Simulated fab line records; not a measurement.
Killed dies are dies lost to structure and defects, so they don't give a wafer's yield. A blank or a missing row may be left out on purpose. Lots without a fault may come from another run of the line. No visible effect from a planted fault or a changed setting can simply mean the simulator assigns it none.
Which tool did it? / flow nandHarc / 12 lots with 36 wafers sampled at 5 steps, on a route of 1159 steps

== WHAT EACH GAUGE READ, for each wafer ==
NHARC_END_SORT_01. Usual: killedAtArray 25, standard deviation 7.8; killedAtOther 0.6, standard deviation 0.81; killedAtPeriphery 3.3, standard deviation 2.2; killedDies 29, standard deviation 8.2; killedOpen 3.5, standard deviation 1.9; killedShort 1.8, standard deviation 1.3.
lot=L338; measured=day 20 17:33; on=prober-01; killedAtArray=21 16 19; killedAtOther=1 0 1; killedAtPeriphery=2 1 5; killedDies=24 17 25; killedOpen=5 2 4; killedShort=2 0 0; flag=
lot=L337; measured=day 21 11:04; on=prober-02; killedAtArray=21 35 24; killedAtOther=3 1 0; killedAtPeriphery=6 4 1; killedDies=30 40 25; killedOpen=4 7 2; killedShort=2 3 3; flag=

== EACH LOT AND THE TOOL THAT RAN IT (in order: tool; ch and the chambers of the sampled wafers; start) ==
lot=L330; NHARC_A_SLIT_ETCH_24=rieDiel-03 ch 0,2,3, day 13 16:12; NHARC_A_WL_FILL_ETCHBACK_17=rieMetal-02 ch 1, day 15 09:07; NHARC_A_WL_FILL_CMP_12=cmp-01 ch 0,2,3, day 15 22:43; NHARC_A_CONTACT_DEP_29=pecvd-02 ch 0,2, day 16 04:23
lot=L331; NHARC_A_SLIT_ETCH_24=rieDiel-03 ch 0,2,3, day 14 17:23; NHARC_A_WL_FILL_ETCHBACK_17=rieMetal-02 ch 0, day 15 19:42; NHARC_A_WL_FILL_CMP_12=cmp-02 ch 0,1,3, day 16 06:17; NHARC_A_CONTACT_DEP_29=pecvd-01 ch 0,1, day 16 09:37
lot=L332; NHARC_A_SLIT_ETCH_24=rieDiel-11 ch 0,2, day 14 17:50; NHARC_A_WL_FILL_ETCHBACK_17=rieMetal-01 ch 0,1, day 15 19:44; NHARC_A_WL_FILL_CMP_12=cmp-01 ch 0,1,3, day 16 06:17; NHARC_A_CONTACT_DEP_29=pecvd-02 ch 1,2, day 16 09:38
lot=L335; NHARC_A_SLIT_ETCH_24=rieDiel-10 ch 1,2, day 15 03:17; NHARC_A_WL_FILL_ETCHBACK_17=rieMetal-02 ch 0,1, day 16 07:47; NHARC_A_WL_FILL_CMP_12=cmp-02 ch 0,2,3, day 16 20:19; NHARC_A_CONTACT_DEP_29=pecvd-02 ch 0,1,2, day 17 00:23
lot=L334; NHARC_A_SLIT_ETCH_24=rieDiel-11 ch 2,3, day 15 11:14; NHARC_A_WL_FILL_ETCHBACK_17=rieMetal-01 ch 0,1, day 16 19:23; NHARC_A_WL_FILL_CMP_12=cmp-02 ch 0,1,3, day 17 06:42; NHARC_A_CONTACT_DEP_29=pecvd-04 ch 0,2, day 17 13:44
lot=L338; NHARC_A_SLIT_ETCH_24=rieDiel-03 ch 0,1,2, day 15 23:23; NHARC_A_WL_FILL_ETCHBACK_17=rieMetal-02 ch 0,1, day 17 04:04; NHARC_A_WL_FILL_CMP_12=cmp-03 ch 2,3, day 17 16:48; NHARC_A_CONTACT_DEP_29=pecvd-02 ch 0,1,2, day 17 20:15
lot=L340; NHARC_A_SLIT_ETCH_24=rieDiel-10 ch 0,1,3, day 16 16:38; NHARC_A_WL_FILL_ETCHBACK_17=rieMetal-02 ch 0, day 17 21:56; NHARC_A_WL_FILL_CMP_12=cmp-02 ch 0,1,2, day 18 08:37; NHARC_A_CONTACT_DEP_29=pecvd-04 ch 0,1, day 18 12:58
lot=L337; NHARC_A_SLIT_ETCH_24=rieDiel-11 ch 0,2,3, day 16 16:47; NHARC_A_WL_FILL_ETCHBACK_17=rieMetal-01 ch 0,1, day 17 21:52; NHARC_A_WL_FILL_CMP_12=cmp-01 ch 1,2,3, day 18 08:37; NHARC_A_CONTACT_DEP_29=pecvd-04 ch 0,1,2, day 18 13:16
lot=L341; NHARC_A_SLIT_ETCH_24=rieDiel-10 ch 0,1,2, day 17 12:25; NHARC_A_WL_FILL_ETCHBACK_17=rieMetal-02 ch 1, day 19 00:41; NHARC_A_WL_FILL_CMP_12=cmp-02 ch 0,2, day 19 11:39; NHARC_A_CONTACT_DEP_29=pecvd-01 ch 0,1, day 19 15:53
lot=L349; NHARC_A_SLIT_ETCH_24=rieDiel-10 ch 1,2, day 19 11:02; NHARC_A_WL_FILL_ETCHBACK_17=rieMetal-01 ch 0,1, day 20 15:59; NHARC_A_WL_FILL_CMP_12=cmp-01 ch 2,3, day 21 11:17; NHARC_A_CONTACT_DEP_29=pecvd-01 ch 0,2, day 21 16:28
lot=L351; NHARC_A_SLIT_ETCH_24=rieDiel-03 ch 1,2, day 19 11:12; NHARC_A_WL_FILL_ETCHBACK_17=rieMetal-03 ch 0,1, day 20 16:01; NHARC_A_WL_FILL_CMP_12=cmp-01 ch 1,2, day 21 02:47; NHARC_A_CONTACT_DEP_29=pecvd-02 ch 1,2, day 21 09:34
lot=L353; NHARC_A_SLIT_ETCH_24=rieDiel-10 ch 2,3, day 19 23:55; NHARC_A_WL_FILL_ETCHBACK_17=rieMetal-01 ch 0,1, day 21 05:08; NHARC_A_WL_FILL_CMP_12=cmp-03 ch 0,2,3, day 21 20:16; NHARC_A_CONTACT_DEP_29=pecvd-02 ch 1,2, day 21 23:38
- NHARC_A_SLIT_ETCH_24: etches the open film in CF4/CHF3, target depth 121 nm, time 60.5 s.
- NHARC_A_WL_FILL_ETCHBACK_17: etches the open film in Cl2/BCl3, target depth 4 nm, time 26.7 s.
- NHARC_A_WL_FILL_CMP_12: polishes, t overpolish 30 s, target thk 75 nm.
- NHARC_A_CONTACT_DEP_29: deposits SiON, target thk 70 nm.

== AS READ BY THE TOOLS THEMSELVES (means over the sampled wafers that have a number; for cases with no such wafer, the mark the record gives instead) ==
NHARC_A_SLIT_ETCH_24. Usual: drypumpMotorCurrentA 5.8 A, standard deviation 0.53; oesProductAu 0.956 a.u., standard deviation 0.025; rfVppV 370.9 V, standard deviation 2.3; showerheadPlenumPTorr 1.58 Torr, standard deviation 0.066; throttleValvePct 16.803 %, standard deviation 0.0099.
lot=L330; tool=rieDiel-03; drypumpMotorCurrentA (A)=5.8; oesProductAu (a.u.)=0.975; rfVppV (V)=370.6; showerheadPlenumPTorr (Torr)=1.61; throttleValvePct (%)=16.801; flag=
lot=L331; tool=rieDiel-03; drypumpMotorCurrentA (A)=5.8; oesProductAu (a.u.)=0.965; rfVppV (V)=371.4; showerheadPlenumPTorr (Torr)=1.61; throttleValvePct (%)=16.797; flag=
lot=L332; tool=rieDiel-11; drypumpMotorCurrentA (A)=5.9; oesProductAu (a.u.)=0.965; rfVppV (V)=372.4; showerheadPlenumPTorr (Torr)=1.62; throttleValvePct (%)=16.810; flag=
lot=L335; tool=rieDiel-10; drypumpMotorCurrentA (A)=5.4; oesProductAu (a.u.)=0.914; rfVppV (V)=368.9; showerheadPlenumPTorr (Torr)=1.51; throttleValvePct (%)=16.803; flag=
lot=L334; tool=rieDiel-11; drypumpMotorCurrentA (A)=6.5; oesProductAu (a.u.)=0.910; rfVppV (V)=372.0; showerheadPlenumPTorr (Torr)=1.61; throttleValvePct (%)=16.815; flag=
lot=L338; tool=rieDiel-03; drypumpMotorCurrentA (A)=5.6; oesProductAu (a.u.)=0.978; rfVppV (V)=372.1; showerheadPlenumPTorr (Torr)=1.60; throttleValvePct (%)=16.796; flag=
lot=L340; tool=rieDiel-10; drypumpMotorCurrentA (A)=5.5; oesProductAu (a.u.)=0.955; rfVppV (V)=371.0; showerheadPlenumPTorr (Torr)=1.57; throttleValvePct (%)=16.800; flag=
lot=L337; tool=rieDiel-11; drypumpMotorCurrentA (A)=6.0; oesProductAu (a.u.)=0.970; rfVppV (V)=372.7; showerheadPlenumPTorr (Torr)=1.63; throttleValvePct (%)=16.806; flag=
lot=L341; tool=rieDiel-10; drypumpMotorCurrentA (A)=5.6; oesProductAu (a.u.)=0.943; rfVppV (V)=369.0; showerheadPlenumPTorr (Torr)=1.52; throttleValvePct (%)=16.803; flag=
lot=L349; tool=rieDiel-10; drypumpMotorCurrentA (A)=5.4; oesProductAu (a.u.)=0.950; rfVppV (V)=368.5; showerheadPlenumPTorr (Torr)=1.51; throttleValvePct (%)=16.807; flag=
lot=L351; tool=rieDiel-03; drypumpMotorCurrentA (A)=5.8; oesProductAu (a.u.)=0.997; rfVppV (V)=368.6; showerheadPlenumPTorr (Torr)=1.54; throttleValvePct (%)=16.815; flag=
lot=L353; tool=rieDiel-10; drypumpMotorCurrentA (A)=5.1; oesProductAu (a.u.)=0.973; rfVppV (V)=371.8; showerheadPlenumPTorr (Torr)=1.62; throttleValvePct (%)=16.807; flag=

NHARC_A_WL_FILL_ETCHBACK_17. Usual: drypumpMotorCurrentA 5.3 A, standard deviation 0.35; oesProductAu 1.001 a.u., standard deviation 0.015.
lot=L330; tool=rieMetal-02; drypumpMotorCurrentA (A)=5.3; oesProductAu (a.u.)=1.004; flag=
lot=L331; tool=rieMetal-02; drypumpMotorCurrentA (A)=5.1; oesProductAu (a.u.)=1.001; flag=
lot=L332; tool=rieMetal-01; drypumpMotorCurrentA (A)=5.4; oesProductAu (a.u.)=1.010; flag=
lot=L335; tool=rieMetal-02; drypumpMotorCurrentA (A)=5.2; oesProductAu (a.u.)=1.004; flag=
lot=L334; tool=rieMetal-01; drypumpMotorCurrentA (A)=5.6; oesProductAu (a.u.)=0.992; flag=
lot=L338; tool=rieMetal-02; drypumpMotorCurrentA (A)=5.2; oesProductAu (a.u.)=1.011; flag=
lot=L340; tool=rieMetal-02; drypumpMotorCurrentA (A)=5.1; oesProductAu (a.u.)=0.993; flag=
lot=L337; tool=rieMetal-01; drypumpMotorCurrentA (A)=5.6; oesProductAu (a.u.)=0.993; flag=
lot=L341; tool=rieMetal-02; drypumpMotorCurrentA (A)=5.3; oesProductAu (a.u.)=1.112; flag=OFF
lot=L349; tool=rieMetal-01; drypumpMotorCurrentA (A)=5.3; oesProductAu (a.u.)=0.996; flag=
lot=L351; tool=rieMetal-03; drypumpMotorCurrentA (A)=5.1; oesProductAu (a.u.)=0.995; flag=
lot=L353; tool=rieMetal-01; drypumpMotorCurrentA (A)=5.4; oesProductAu (a.u.)=1.004; flag=

NHARC_A_WL_FILL_CMP_12. Usual: motorCurrentA 12.0 A, standard deviation 0.84; overpolishRunS 30.000 s, standard deviation 0.0087; padLifeWafers 268, standard deviation 150; slurryFilterDpKPa 13.50 kPa, standard deviation 0.13; timeToEndpointS 16 s, standard deviation 3.
lot=L330; tool=cmp-01; motorCurrentA (A)=11.5; overpolishRunS (s)=29.996; padLifeWafers=422; slurryFilterDpKPa (kPa)=13.53; timeToEndpointS (s)=14; flag=
lot=L331; tool=cmp-02; motorCurrentA (A)=12.3; overpolishRunS (s)=29.996; padLifeWafers=254; slurryFilterDpKPa (kPa)=13.39; timeToEndpointS (s)=13; flag=
lot=L332; tool=cmp-01; motorCurrentA (A)=11.7; overpolishRunS (s)=30.003; padLifeWafers=458; slurryFilterDpKPa (kPa)=13.50; timeToEndpointS (s)=12; flag=
lot=L335; tool=cmp-02; motorCurrentA (A)=12.4; overpolishRunS (s)=30.003; padLifeWafers=332; slurryFilterDpKPa (kPa)=13.55; timeToEndpointS (s)=18; flag=
lot=L334; tool=cmp-02; motorCurrentA (A)=12.3; overpolishRunS (s)=30.002; padLifeWafers=404; slurryFilterDpKPa (kPa)=13.42; timeToEndpointS (s)=15; flag=
lot=L338; tool=cmp-03; motorCurrentA (A)=13.0; overpolishRunS (s)=30.010; padLifeWafers=276; slurryFilterDpKPa (kPa)=13.46; timeToEndpointS (s)=18; flag=
lot=L340; tool=cmp-02; motorCurrentA (A)=12.1; overpolishRunS (s)=29.992; padLifeWafers=566; slurryFilterDpKPa (kPa)=13.49; timeToEndpointS (s)=17; flag=
lot=L337; tool=cmp-01; motorCurrentA (A)=11.6; overpolishRunS (s)=30.007; padLifeWafers=206; slurryFilterDpKPa (kPa)=13.49; timeToEndpointS (s)=19; flag=
lot=L341; tool=cmp-02; motorCurrentA (A)=12.9; overpolishRunS (s)=30.000; padLifeWafers=121; slurryFilterDpKPa (kPa)=13.44; timeToEndpointS (s)=19; flag=
lot=L349; tool=cmp-01; motorCurrentA (A)=11.5; overpolishRunS (s)=29.994; padLifeWafers=56; slurryFilterDpKPa (kPa)=13.53; timeToEndpointS (s)=15; flag=
lot=L351; tool=cmp-01; motorCurrentA (A)=11.9; overpolishRunS (s)=30.003; padLifeWafers=36; slurryFilterDpKPa (kPa)=13.58; timeToEndpointS (s)=12; flag=
lot=L353; tool=cmp-03; motorCurrentA (A)=12.3; overpolishRunS (s)=29.995; padLifeWafers=224; slurryFilterDpKPa (kPa)=13.42; timeToEndpointS (s)=18; flag=

NHARC_A_CONTACT_DEP_29. Usual: heaterPowerW reads 707 W (standard deviation 97).
lot=L330; tool=pecvd-02; heaterPowerW (W)=732; flag=
lot=L331; tool=pecvd-01; heaterPowerW (W)=738; flag=
lot=L332; tool=pecvd-02; heaterPowerW (W)=691; flag=
lot=L335; tool=pecvd-02; heaterPowerW (W)=741; flag=
lot=L334; tool=pecvd-04; heaterPowerW (W)=822; flag=
lot=L338; tool=pecvd-02; heaterPowerW (W)=742; flag=
lot=L340; tool=pecvd-04; heaterPowerW (W)=674; flag=
lot=L337; tool=pecvd-04; heaterPowerW (W)=755; flag=
lot=L341; tool=pecvd-01; heaterPowerW (W)=726; flag=
lot=L349; tool=pecvd-01; heaterPowerW (W)=655; flag=
lot=L351; tool=pecvd-02; heaterPowerW (W)=698; flag=
lot=L353; tool=pecvd-02; heaterPowerW (W)=733; flag=

== THE ANSWER, worked out from the rows above alone ==
Rule: take the mean of a lot's wafers that have a number; if it is more than 3 standard deviations from the usual mean, the lot is off. Also off: a lot with no number at a reading for which 4 or more lots have one. The other lots that the step has rows for count as sound. Order of review: gauges by route order, followed by the tools' own readings, for which a lot's mean as printed above is used. The first step at which some lot is off is used, and at that step the reading that is off furthest; a lot without a number counts as furthest.
Off at NHARC_A_WL_FILL_ETCHBACK_17 (oesProductAu): L341.
If a tool, at that step or one of the process steps before it, ran each lot that is off and ran no sound lot following the first of them, it fits. One fits: rieMetal-02 at NHARC_A_WL_FILL_ETCHBACK_17. Its last sound lot is L340 (day 17 21:56), its first lot that is off L341 (day 19 00:41): a fault that began between those two fits.
On the lots that are off, the tool's own readings at NHARC_A_WL_FILL_ETCHBACK_17 differ by more than 5 times the standard deviation of the sound lots' means, which bears it out; oesProductAu reads 1.112 a.u. there versus 1.000 a.u. on the sound lots.

== WHAT HAD BEEN PUT IN BY THE SIMULATOR ==
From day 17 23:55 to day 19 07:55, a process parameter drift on rieMetal-02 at NHARC_A_WL_FILL_ETCHBACK_17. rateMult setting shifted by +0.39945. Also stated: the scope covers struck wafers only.
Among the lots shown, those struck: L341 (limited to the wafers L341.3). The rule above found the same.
